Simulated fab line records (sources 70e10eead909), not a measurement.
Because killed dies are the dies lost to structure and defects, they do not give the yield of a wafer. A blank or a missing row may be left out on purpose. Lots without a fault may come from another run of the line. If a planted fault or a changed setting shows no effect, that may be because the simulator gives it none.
fab line records	flow nandHarc	part 1 of 2: steps 1 to 4 of 6
[record] lots = 23	wafers = 69	lastDay = 24
route steps=1159 shown A_CHANNEL_FILL_D1@513 A_STAIRCASE@519
lots that met no fault: taken from a fault-free run of the same line
startH: the number of hours between the record's first day and the start of the first shown wafer of the lot	waitH: hours from the lot's prior step to this one	" the same as in the row above	L1.1+2: a row that stands for several wafers	- no value, or no start given	* or withheld: withheld	< > ~ a bound
route shown NAME@n: a module of which the file shows steps, and the number in the route of the first	usual: mean/standard deviation taken from wafers without a fault	same: alike in all rows	chamber/n: place in a boat	sites: readings site by site	_std_site: standard deviation across them	_edge_site: inner sites' mean taken away from outer sites' mean	radiusMm: how far each site lies from the wafer's centre	mask NAME#n: copy n	behind: the most recent tool/chamber to have shaped the wafer	hold: what put the lot on hold/how long, in hours/how the hold closed	device: which transistor (n, p or np) failed to switch	end of line: the tests these same wafers got at the end of their route	where a step has no rows: the recipe by itself	killed: not the wafer's yield, but the dies lost to structure and defects at the first sort	map: a wafer's dies, marking killed ones x, the rest . and places with no die _
set.NAME: the setting the step ran with; set.NAME@STEP: the setting that earlier step ran with	model.NAME: the simulator's own value behind a step, which no gauge read
a sample of lots followed through the steps of the route, with each step as a table and each wafer as a row
services: when a tool's chamber went out of use (startH, in hours from the record's first day, below 0 if earlier), for how many hours, and the reason
[[steps]]
[step NHARC_A_CHANNEL_FILL_D1_CMP_10]
[recipe] targetThkNm = 150
[usual] motorCurrentA = 12.0/0.96	timeToEndpointS = 15.9/2.1
lot.wafer	tool	chamber	startH	waitH	motorCurrentA	timeToEndpointS
L075.1	cmp-03	2	234.93	0.4	12.6	13.9
L075.2	"	3	"	"	12.3	12.8
L075.5	"	1	"	"	13.7	14.2
L074.1	cmp-03	2	240.56	0.4	13.0	20.8
L074.4	"	0	"	"	9.6	21.1
L074.6	"	2	"	"	13.1	19.3
L076.4	cmp-01	3	246.67	0.4	11.0	15.7
L076.1	"	1	"	"	12.0	15.3
L076.6	"	3	"	"	11.3	15.9
L078.2	cmp-04	3	246.70	0.4	12.9	14.4
L078.1	"	0	"	"	11.6	18.1
L078.3	"	1	"	"	11.7	17.0
L077.2	cmp-04	3	250.32	0.4	13.2	14.2
L077.1	"	1	"	"	11.4	14.4
L077.6	"	0	"	"	11.8	14.7
L079.2	cmp-04	2	256.85	0.4	12.0	18.4
L079.4	"	0	"	"	12.3	17.4
L079.6	"	2	"	"	10.9	15.5
L080.3	cmp-03	1	269.45	0.4	14.0	15.1
L080.4	"	2	"	"	13.7	15.0
L080.5	"	2	"	"	12.7	17.0
L081.2	cmp-01	0	269.48	0.4	12.3	15.3
L081.1	"	1	"	"	12.3	14.2
L081.6	"	3	"	"	11.2	13.7
L082.1	cmp-03	0	282.00	0.4	10.0	15.1
L082.5	"	1	"	"	13.6	14.0
L082.6	"	2	"	"	12.5	16.0
L084.3	cmp-04	3	289.65	0.4	13.2	16.0
L084.5	"	3	"	"	13.5	14.6
L084.6	"	0	"	"	12.2	17.1
L087.4	cmp-04	0	309.48	0.4	11.4	15.4
L087.1	"	1	"	"	10.9	17.3
L087.2	"	3	"	"	12.8	14.4
L086.2	cmp-03	3	309.49	0.4	12.3	10.4
L086.1	"	1	"	"	13.6	14.5
L086.4	"	2	"	"	12.9	13.9
L085.1	cmp-01	3	309.54	0.4	11.4	17.1
L085.3	"	0	"	"	12.3	15.6
L085.5	"	1	"	"	11.8	16.7
L088.3	cmp-04	3	321.12	0.4	12.8	15.3
L088.4	"	0	"	"	12.2	13.7
L088.1	"	1	"	"	11.8	16.9
L089.4	cmp-04	0	324.46	0.4	12.5	17.4
L089.3	"	1	"	"	11.6	17.2
L089.5	"	1	"	"	11.3	18.3
L090.4	cmp-01	1	324.46	0.4	12.7	15.2
L090.1	"	2	"	"	11.7	15.6
L090.3	"	0	"	"	12.7	12.8
L091.1	cmp-03	0	324.46	0.4	9.7	14.9
L091.2	"	1	"	"	14.4	14.2
L091.3	"	3	"	"	13.0	14.3
L092.1	cmp-04	2	341.92	0.4	11.7	16.8
L092.4	"	0	"	"	12.3	13.9
L092.5	"	2	"	"	12.0	17.3
L093.2	cmp-04	3	355.79	0.4	12.4	12.5
L093.4	"	1	"	"	11.3	14.7
L093.6	"	0	"	"	11.9	14.5
L095.1	cmp-01	3	355.81	0.4	11.6	18.8
L095.2	"	0	"	"	12.0	16.6
L095.3	"	1	"	"	11.9	14.7
L096.1	cmp-01	2	355.94	0.5	11.2	18.1
L096.4	"	3	"	"	11.3	17.2
L096.3	"	0	"	"	12.3	14.5
L094.3	cmp-04	2	359.78	0.4	11.2	15.4
L094.4	"	3	"	"	13.3	15.6
L094.6	"	0	"	"	11.8	13.9
L097.1	cmp-01	2	369.58	0.4	11.7	16.2
L097.4	"	1	"	"	12.2	14.4
L097.5	"	2	"	"	11.1	19.3
[step NHARC_A_STAIRCASE_DEP_156]
[recipe] targetThkA = 500	tempC = 400	targetThkNm = 50	flowSccm = 200	rfW = 450	material = SiNx
[usual] heaterPowerW = 771/64	rfFwdPowerW = 448.0/1.3
lot.wafer	tool	chamber	startH	waitH	heaterPowerW	rfFwdPowerW
L075.2	pecvd-01	1	235.74	0.1	806	447.5
L075.1	"	2	"	"	887	449.8
L075.5	"	0	"	"	775	448.0
L074.1	pecvd-04	2	241.57	0.4	821	447.7
L074.6	"	0	"	"	756	449.6
L074.4	"	2	"	"	814	448.4
L078.1	pecvd-04	1	247.66	0.1	736	445.6
L078.3	"	2	"	"	714	446.9
L078.2	"	0	"	"	720	448.7
L076.1	pecvd-04	2	247.83	0.1	797	446.6
L076.4	"	2	"	"	799	449.2
L076.6	"	1	"	"	773	446.9
L077.1	pecvd-04	1	251.01	0.1	736	446.9
L077.2	"	2	"	"	730	447.7
L077.6	"	1	"	"	742	447.4
L079.2	pecvd-03	1	257.89	0.4	634	448.9
L079.6	"	2	"	"	757	445.8
L079.4	"	1	"	"	632	450.0
L080.3	pecvd-04	2	270.13	0.1	810	447.0
L080.4	"	2	"	"	813	447.1
L080.5	"	1	"	"	804	448.9
L081.2	pecvd-01	1	270.14	0.1	816	446.8
L081.1	"	2	"	"	836	448.5
L081.6	"	0	"	"	753	448.7
L082.1	pecvd-04	1	282.68	0.1	784	448.3
L082.6	"	2	"	"	780	446.5
L082.5	"	0	"	"	699	446.7
L084.3	pecvd-04	0	290.37	0.1	714	450.4
L084.5	"	2	"	"	813	445.9
L084.6	"	0	"	"	710	447.1
L087.2	pecvd-03	0	310.20	0.1	740	447.9
L087.1	"	1	"	"	620	448.3
L087.4	"	2	"	"	904	445.8
L086.1	pecvd-04	0	310.37	0.1	768	449.8
L086.2	"	1	"	"	795	448.0
L086.4	"	2	"	"	741	449.0
L085.3	pecvd-01	2	310.51	0.1	870	448.8
L085.1	"	0	"	"	871	448.2
L085.5	"	0	"	"	894	448.3
L088.1	pecvd-03	2	321.80	0.1	752	446.4
L088.3	"	0	"	"	773	449.0
L088.4	"	2	"	"	763	446.3
L089.3	pecvd-01	1	325.59	0.1	768	447.9
L089.4	"	2	"	"	875	449.5
L089.5	"	0	"	"	830	448.3
L090.1	pecvd-04	0	325.73	0.1	730	446.2
L090.3	"	1	"	"	799	448.8
L090.4	"	0	"	"	742	447.7
L091.1	pecvd-01	0	325.77	0.1	754	447.7
L091.2	"	1	"	"	734	447.8
L091.3	"	2	"	"	836	448.0
L092.1	pecvd-01	1	342.60	0.1	717	446.6
L092.4	"	2	"	"	884	449.6
L092.5	"	0	"	"	876	446.7
L095.1	pecvd-04	0	356.47	0.1	708	448.2
L095.3	"	1	"	"	718	446.7
L095.2	"	2	"	"	740	447.5
L093.2	pecvd-01	1	356.51	0.1	724	446.8
L093.4	"	0	"	"	899	446.1
L093.6	"	2	"	"	793	448.1
L096.1	pecvd-03	1	356.70	0.1	662	449.4
L096.3	"	2	"	"	852	448.5
L096.4	"	1	"	"	672	449.7
L094.3	pecvd-01	0	360.44	0.1	857	449.8
L094.6	"	2	"	"	762	450.2
L094.4	"	0	"	"	866	448.8
L097.1	pecvd-04	2	370.32	0.1	686	447.1
L097.5	"	0	"	"	762	446.4
L097.4	"	2	"	"	691	446.0
[step NHARC_A_STAIRCASE_TRIM_14]
[recipe] timeS = 211.2	o2FlowSccm = 500	arFlowSccm = 0	biasW = 0	chemistry = O2
[usual] drypumpMotorCurrentA = 5.5/0.38	oesProductAu = 1.000/0.0069	rfVppV = 58.2/0.89	showerheadPlenumPTorr = 3.61/0.13	throttleValvePct = 17.035/0.0092
lot.wafer	tool	chamber	startH	waitH	drypumpMotorCurrentA	oesProductAu	rfHoursCounterH	rfVppV	showerheadPlenumPTorr	throttleValvePct
L075.2	rieDiel-07	1	-	-	5.6	0.995	0	58.3	3.57	17.038
L075.1	"	0	"	"	5.7	1.010	0	58.7	3.67	17.045
L075.5	"	2	"	"	5.7	0.997	-	56.7	3.64	17.038
L074.1	rieDiel-02	3	-	-	6.1	1.003	31	57.8	3.64	17.019
L074.4	"	1	"	"	5.5	0.998	35	57.4	3.36	17.048
L074.6	"	2	"	"	5.2	1.005	-	58.5	3.79	17.033
L078.2	rieDiel-07	3	-	-	5.5	1.000	6	58.1	3.55	17.044
L078.3	"	0	"	"	5.7	1.005	6	58.8	3.66	17.026
L078.1	"	1	"	"	5.6	1.005	7	57.6	3.56	17.043
L076.4	rieDiel-02	1	-	-	5.5	0.993	38	58.2	3.36	17.035
L076.1	"	2	"	"	5.1	1.013	38	59.5	3.79	17.037
L076.6	"	3	"	"	6.1	1.002	-	58.5	3.64	17.038
L077.1	rieDiel-06	0	-	-	5.0	1.006	1	59.0	3.71	17.044
L077.2	"	1	"	"	5.2	0.997	1	57.0	3.56	17.017
L077.6	"	0	"	"	5.0	1.000	-	56.6	3.71	17.028
L079.2	rieDiel-06	2	-	-	5.3	1.005	3	58.2	3.77	17.043
L079.4	"	3	"	"	4.7	1.005	4	58.1	3.77	17.040
L079.6	"	2	"	"	5.3	1.004	-	59.2	3.77	17.052
L080.3	rieDiel-07	3	-	-	5.5	1.008	14	56.7	3.54	17.049
L080.5	"	3	"	"	5.5	0.999	-	58.8	3.54	17.034
L080.4	"	1	"	"	5.6	0.995	-	59.7	3.56	17.036
L081.2	rieDiel-07	1	-	-	5.7	1.002	17	57.6	3.56	17.029
L081.1	"	2	"	"	5.6	0.997	15	57.5	3.63	17.040
L081.6	"	1	"	"	5.6	1.010	-	59.3	3.56	17.032
L082.1	rieDiel-02	2	-	-	5.2	1.011	49	58.2	3.78	17.033
L082.5	"	3	"	"	6.1	0.992	-	59.4	3.63	17.036
L082.6	"	0	"	"	5.9	1.001	-	56.5	3.41	17.025
L084.3	rieDiel-07	2	-	-	5.6	1.005	21	57.9	3.62	17.048
L084.5	"	3	"	"	5.5	1.012	-	57.8	3.54	17.053
L084.6	"	0	"	"	5.7	1.002	-	59.7	3.66	17.050
L087.4	rieDiel-06	3	-	-	4.7	1.003	20	59.4	3.76	17.036
L087.1	"	0	"	"	5.0	1.008	16	57.5	3.71	17.026
L087.2	"	1	"	"	5.2	1.015	21	58.9	3.55	17.047
L086.2	rieDiel-06	2	-	-	5.3	1.012	21	57.6	3.76	17.034
L086.4	"	3	"	"	4.8	1.000	21	58.8	3.76	17.029
L086.1	"	0	"	"	5.0	1.001	16	58.7	3.71	17.021
L085.1	rieDiel-06	3	-	-	4.8	0.998	22	58.3	3.76	17.039
L085.3	"	1	"	"	5.2	0.997	22	57.7	3.55	17.023
L085.5	"	3	"	"	4.8	1.001	-	57.2	3.76	17.038
L088.1	rieDiel-02	3	-	-	6.1	0.988	63	59.1	3.62	17.031
L088.3	"	0	"	"	5.9	0.987	68	56.6	3.40	17.048
L088.4	"	2	"	"	5.2	0.992	59	58.2	3.77	17.051
L089.3	rieDiel-07	0	-	-	5.7	1.005	35	58.0	3.65	17.051
L089.4	"	2	"	"	5.6	1.001	-	57.7	3.62	17.038
L089.5	"	0	"	"	5.7	1.002	-	58.0	3.65	17.037
L090.3	rieDiel-07	3	-	-	5.5	1.005	40	58.2	3.53	17.041
L090.1	"	0	"	"	5.7	1.002	35	57.6	3.65	17.045
L090.4	"	2	"	"	5.6	0.991	-	57.9	3.62	17.014
L091.2	rieDiel-06	1	-	-	5.2	1.003	28	57.9	3.55	17.028
L091.3	"	2	"	"	5.3	0.999	27	57.3	3.76	17.047
L091.1	"	3	"	"	4.7	0.992	27	58.1	3.76	17.052
L092.4	rieDiel-02	1	-	-	5.5	0.988	2	58.1	3.34	17.035
L092.1	"	3	"	"	6.1	0.997	2	59.7	3.62	17.036
L092.5	"	1	"	"	5.5	0.997	-	56.6	3.34	17.025
L095.3	rieDiel-02	3	-	-	6.1	0.996	6	57.3	3.62	17.046
L095.1	"	0	"	"	5.8	1.003	6	57.3	3.40	17.027
L095.2	"	2	"	"	5.2	1.010	5	60.0	3.77	17.041
L096.1	rieDiel-02	1	-	-	5.5	1.001	6	58.9	3.34	17.046
L096.3	"	2	"	"	5.2	1.002	6	58.2	3.77	17.034
L096.4	"	0	"	"	5.9	1.002	6	57.5	3.40	17.048
L093.2	rieDiel-02	2	-	-	5.1	0.993	6	60.7	3.77	17.040
L093.4	"	1	"	"	5.5	0.989	6	57.4	3.34	17.049
L093.6	"	3	"	"	6.1	0.982	-	58.4	3.62	17.046
L094.3	rieDiel-07	0	-	-	5.7	0.997	48	57.8	3.64	17.031
L094.4	"	1	"	"	5.6	0.993	46	57.5	3.54	17.030
L094.6	"	2	"	"	5.6	0.998	-	58.6	3.61	17.035
L097.1	rieDiel-06	2	-	-	5.3	1.005	44	59.6	3.75	17.031
L097.4	"	3	"	"	4.7	1.003	45	58.9	3.75	17.020
L097.5	"	0	"	"	5.0	0.996	-	60.0	3.69	17.043
[step NHARC_A_STAIRCASE_TRIM_22]
[recipe] timeS = 211.2	o2FlowSccm = 500	arFlowSccm = 0	biasW = 0	chemistry = O2
[usual] drypumpMotorCurrentA = 5.3/0.37	oesProductAu = 1.001/0.0075	rfVppV = 58.0/0.84	showerheadPlenumPTorr = 3.64/0.11	throttleValvePct = 17.037/0.0096
lot.wafer	tool	chamber	startH	waitH	drypumpMotorCurrentA	oesProductAu	rfHoursCounterH	rfVppV	showerheadPlenumPTorr	throttleValvePct
L075.1	rieDiel-07	0	-	-	5.7	1.007	1	58.7	3.67	17.043
L075.2	"	1	"	"	5.6	0.999	1	56.0	3.57	17.052
L075.5	"	3	"	"	5.5	1.009	-	57.9	3.55	17.033
L074.1	rieDiel-07	1	-	-	5.6	0.995	5	59.1	3.56	17.021
L074.4	"	2	"	"	5.6	0.988	6	57.0	3.63	17.040
L074.6	"	1	"	"	5.6	0.985	-	58.4	3.56	17.032
L078.1	rieDiel-07	3	-	-	5.5	1.004	6	56.5	3.55	17.046
L078.3	"	1	"	"	5.6	0.988	7	57.1	3.56	17.031
L078.2	"	2	"	"	5.6	1.001	7	58.3	3.63	17.033
L076.4	rieDiel-07	2	-	-	5.6	0.995	8	57.9	3.63	17.044
L076.1	"	1	"	"	5.6	1.002	8	57.3	3.56	17.024
L076.6	"	2	"	"	5.6	0.989	-	57.9	3.63	17.042
L077.1	rieDiel-06	0	-	-	5.0	0.998	1	59.4	3.71	17.038
L077.2	"	3	"	"	4.8	0.994	1	58.2	3.77	17.060
L077.6	"	0	"	"	5.0	1.004	-	57.7	3.71	17.034
L079.2	rieDiel-06	2	-	-	5.3	1.008	5	59.1	3.77	17.045
L079.4	"	1	"	"	5.2	1.007	5	57.0	3.56	17.031
L079.6	"	3	"	"	4.8	0.991	-	58.4	3.77	17.024
L080.3	rieDiel-07	3	-	-	5.5	1.009	15	57.5	3.54	17.040
L080.4	"	3	"	"	5.5	1.005	-	59.6	3.54	17.029
L080.5	"	1	"	"	5.6	1.003	-	57.6	3.56	17.011
L081.1	rieDiel-02	2	-	-	5.2	0.997	46	59.2	3.78	17.036
L081.2	"	0	"	"	5.8	0.996	47	57.2	3.41	17.033
L081.6	"	3	"	"	6.1	0.992	-	57.5	3.63	17.030
L082.1	rieDiel-02	3	-	-	6.1	1.008	49	58.1	3.63	17.023
L082.6	"	2	"	"	5.2	1.007	-	58.2	3.78	17.041
L082.5	"	3	"	"	6.1	1.001	-	57.8	3.63	17.012
L084.3	rieDiel-06	1	-	-	5.3	1.001	17	57.4	3.55	17.053
L084.5	"	3	"	"	4.7	0.991	-	58.0	3.76	17.037
L084.6	"	0	"	"	5.0	1.010	-	59.2	3.71	17.030
L087.1	rieDiel-06	3	-	-	4.8	0.991	21	57.5	3.76	17.045
L087.2	"	1	"	"	5.2	1.005	22	58.8	3.55	17.060
L087.4	"	2	"	"	5.3	1.001	22	59.2	3.76	17.035
L086.2	rieDiel-02	2	-	-	5.2	1.007	55	59.5	3.78	17.049
L086.4	"	3	"	"	6.1	1.010	59	57.5	3.63	17.040
L086.1	"	1	"	"	5.5	0.991	60	58.2	3.35	17.030
L085.1	rieDiel-06	3	-	-	4.7	0.995	23	57.6	3.76	17.046
L085.3	"	1	"	"	5.3	1.008	23	58.3	3.55	17.053
L085.5	"	3	"	"	4.7	0.982	-	58.3	3.76	17.057
L088.1	rieDiel-02	0	-	-	5.8	0.992	68	56.5	3.40	17.046
L088.3	"	1	"	"	5.5	0.998	66	59.1	3.34	17.024
L088.4	"	2	"	"	5.2	1.003	59	58.2	3.77	17.031
L089.3	rieDiel-07	3	-	-	5.5	1.008	40	56.9	3.53	17.049
L089.5	"	2	"	"	5.6	1.003	-	57.2	3.61	17.043
L089.4	"	3	"	"	5.5	0.998	-	56.6	3.53	17.038
L090.1	rieDiel-07	2	-	-	5.6	1.006	37	57.5	3.61	17.019
L090.3	"	3	"	"	5.5	0.996	41	58.0	3.53	17.046
L090.4	"	2	"	"	5.6	1.003	-	58.1	3.62	17.045
L091.3	rieDiel-06	0	-	-	5.0	1.009	24	57.6	3.70	17.038
L091.1	"	1	"	"	5.2	1.004	29	57.8	3.55	17.032
L091.2	"	2	"	"	5.3	1.010	29	59.5	3.76	17.018
L092.4	rieDiel-06	1	-	-	5.2	1.015	35	57.2	3.54	17.040
L092.1	"	3	"	"	4.8	0.991	36	59.0	3.75	17.036
L092.5	"	2	"	"	5.3	1.016	-	57.9	3.75	17.036
L095.2	rieDiel-06	3	-	-	4.8	1.001	39	57.8	3.75	17.036
L095.1	"	1	"	"	5.3	1.017	40	58.7	3.54	17.040
L095.3	"	2	"	"	5.3	1.007	39	57.3	3.75	17.048
L096.3	rieDiel-06	3	-	-	4.7	0.999	40	57.6	3.75	17.052
L096.1	"	0	"	"	5.0	0.998	35	58.4	3.69	17.027
L096.4	"	2	"	"	5.3	1.010	40	57.0	3.75	17.033
L093.2	rieDiel-07	3	-	-	5.5	1.005	51	57.9	3.52	17.032
L093.4	"	2	"	"	5.6	1.002	48	57.4	3.61	17.029
L093.6	"	3	"	"	5.5	1.016	-	56.9	3.52	17.029
L094.4	rieDiel-06	2	-	-	5.3	1.011	42	58.8	3.75	17.039
L094.3	"	3	"	"	4.8	1.007	42	58.1	3.75	17.049
L094.6	"	2	"	"	5.3	1.012	-	58.3	3.75	17.037
L097.4	rieDiel-06	0	-	-	5.0	0.989	41	57.4	3.69	17.026
L097.1	"	1	"	"	5.3	1.011	45	58.7	3.54	17.033
L097.5	"	0	"	"	5.0	0.993	-	58.3	3.69	17.036
